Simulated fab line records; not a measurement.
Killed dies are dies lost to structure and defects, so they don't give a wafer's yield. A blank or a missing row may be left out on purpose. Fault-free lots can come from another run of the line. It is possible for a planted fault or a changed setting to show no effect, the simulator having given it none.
Which of the tools did it? | flow n5-finfet | 24 wafers from 8 lots sampled at 5 of the route's 1938 steps

WHAT EACH GAUGE READ, for each wafer
N5_BEOL_M4_RC_MEAS_101.
lot  | measured     | on        | DIBL_N (mV/V)
L191 | day 8 21:28  | prober-01 | 37.0 38.6 36.6
L194 | day 9 19:58  | prober-01 | 36.8 33.8 35.6
L195 | day 10 03:37 | prober-02 | 35.0 35.3 36.3
L196 | day 10 03:55 | prober-01 | 35.8 34.3 36.0
L199 | day 11 03:25 | prober-01 | 36.8 37.6 34.3
L200 | day 11 07:36 | prober-02 | 38.1 38.4 34.5
L201 | day 11 12:56 | prober-01 | 35.1 37.4 35.0
L209 | day 14 00:46 | prober-02 | 36.9 38.9 35.3

WHAT TOOL EACH LOT RAN ON (gives the tool, then ch and the chambers of the sampled wafers, and finally the start)
lot  | N5_BEOL_M2_ETCH_63                 | N5_BEOL_M2_HM_OPEN_17             | N5_BEOL_M2_ETCH_77                 | N5_BEOL_M2_ETCH_69
L191 | rie-diel-04 ch 0,1,3, day 7 11:49  | rie-metal-03 ch 0,1, day 7 12:01  | rie-diel-05 ch 0,1,3, day 7 12:59  | rie-diel-05 ch 0,1,3, day 7 13:00
L194 | rie-diel-05 ch 0,1, day 8 16:06    | rie-metal-01 ch 0, day 8 16:18    | rie-diel-05 ch 2,3, day 8 17:12    | rie-diel-05 ch 2,3, day 8 17:13
L195 | rie-diel-03 ch 0,1,3, day 8 18:22  | rie-metal-03 ch 0,1, day 8 18:34  | rie-diel-04 ch 0,1,2, day 8 19:21  | rie-diel-04 ch 0,1,2, day 8 19:22
L196 | rie-diel-04 ch 0,2, day 8 22:10    | rie-metal-01 ch 0,1, day 8 22:22  | rie-diel-05 ch 0,3, day 8 23:02    | rie-diel-05 ch 0,3, day 8 23:04
L199 | rie-diel-03 ch 0,1,2, day 9 16:39  | rie-metal-01 ch 0, day 9 16:51    | rie-diel-04 ch 1,3, day 9 17:43    | rie-diel-04 ch 1,3, day 9 17:43
L200 | rie-diel-05 ch 1,2,3, day 10 00:28 | rie-metal-03 ch 0,1, day 10 00:40 | rie-diel-05 ch 2,3, day 10 01:20   | rie-diel-05 ch 2,3, day 10 01:22
L201 | rie-diel-03 ch 1,3, day 10 03:55   | rie-metal-01 ch 0,1, day 10 04:09 | rie-diel-05 ch 0,3, day 10 04:56   | rie-diel-05 ch 0,3, day 10 04:57
L209 | rie-diel-05 ch 0,1,3, day 12 09:27 | rie-metal-02 ch 0, day 12 09:39   | rie-diel-05 ch 0,2,3, day 12 10:38 | rie-diel-05 ch 0,2,3, day 12 10:39
- N5_BEOL_M2_ETCH_63: etches SiARC in CF4, target depth 15.6 nm, time 26 s.
- N5_BEOL_M2_HM_OPEN_17: chemistry Cl2/BCl3, target TiN, target depth 20 nm, overetch 6 nm.
- N5_BEOL_M2_ETCH_77: etches underlayer in N2/H2, target depth 6.5 nm, time 5.2 s.
- N5_BEOL_M2_ETCH_69: etches SiARC in CF4, target depth 15.6 nm, time 26 s.

THE ANSWER, worked out from the rows above alone
Rule: the usual values come from the lots themselves. Put in order of their means at a reading, lots are off if they are a third of the lots or fewer, leave a main group of 4 or more, and stand apart from it by a gap of 3 or more times the standard deviation of the main group's means; of several such gaps the widest counts. The tables above print the reading to a certain number of digits; a main group whose means all agree to those digits is not used. A lot without any number at a reading at which 4 lots or more have one is off too. Any other lot the step has rows for is counted as sound.
Across all readings shown, no lot is off: no conclusion can be drawn from this.

WHAT THE SIMULATOR HAD INSERTED
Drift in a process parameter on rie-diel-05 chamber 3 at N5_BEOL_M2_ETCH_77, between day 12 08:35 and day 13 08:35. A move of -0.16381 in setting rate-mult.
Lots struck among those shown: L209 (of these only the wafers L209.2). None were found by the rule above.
